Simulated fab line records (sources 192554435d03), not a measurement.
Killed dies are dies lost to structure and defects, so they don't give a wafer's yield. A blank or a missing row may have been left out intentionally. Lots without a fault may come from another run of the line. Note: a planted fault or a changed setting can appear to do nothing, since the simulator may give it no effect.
Chamber matching | flow n5_finfet | N5_MOL_CONTACT_COAG_VIA_ETCH_117 on rie_diel-05 has 4 sister chambers
The step etches SiO2 in C4F6/O2, target depth 40 nm, overetch 8 nm, time 26 s. 4 wafers are shown with their chamber, then 7 later ones without.

== EACH WAFER AND ITS CHAMBER ==
wafer  | chamber | showerhead_plenum_p_Torr (Torr)
L596.3 | 1       | 2.77
L596.6 | 2       | 2.93
L599.3 | 0       | 2.77
L599.4 | 3       | 3.02

== WAFERS WITHOUT THEIR CHAMBER ==
wafer  | showerhead_plenum_p_Torr (Torr)
L599.5 | 2.76
L600.1 | 2.93
L600.3 | 3.02
L600.4 | 2.76
L601.2 | 2.76
L601.4 | 2.77
L601.5 | 2.93

== WHICH CHAMBER EACH ONE RAN IN ==
wafer  | from the rows above     | in truth
L599.5 | can't be placed: 0 or 1 | 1
L600.1 | 2                       | 2
L600.3 | 3                       | 3
L600.4 | can't be placed: 0 or 1 | 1
L601.2 | can't be placed: 0 or 1 | 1
L601.4 | can't be placed: 0 or 1 | 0
L601.5 | 2                       | 2
3 of 7 placed correctly. Unplaceable from these rows: 4, with the true chamber sitting among the candidates in 4. Wrongly placed: 0.
How it was worked out, from the rows above alone: a wafer's distance from a chamber is the root of the sum, over the readings, of the square of ((its reading less the chamber's mean) divided by the reading's scatter). If the next closest chamber is less than 2 further off than the closest, the wafer can't be placed; otherwise it belongs to the closest. Each chamber's mean is taken over the wafers shown for it. The scatter: with one shown wafer a chamber, the root of the mean of the squares of how far each hidden wafer lies from its nearest shown one.
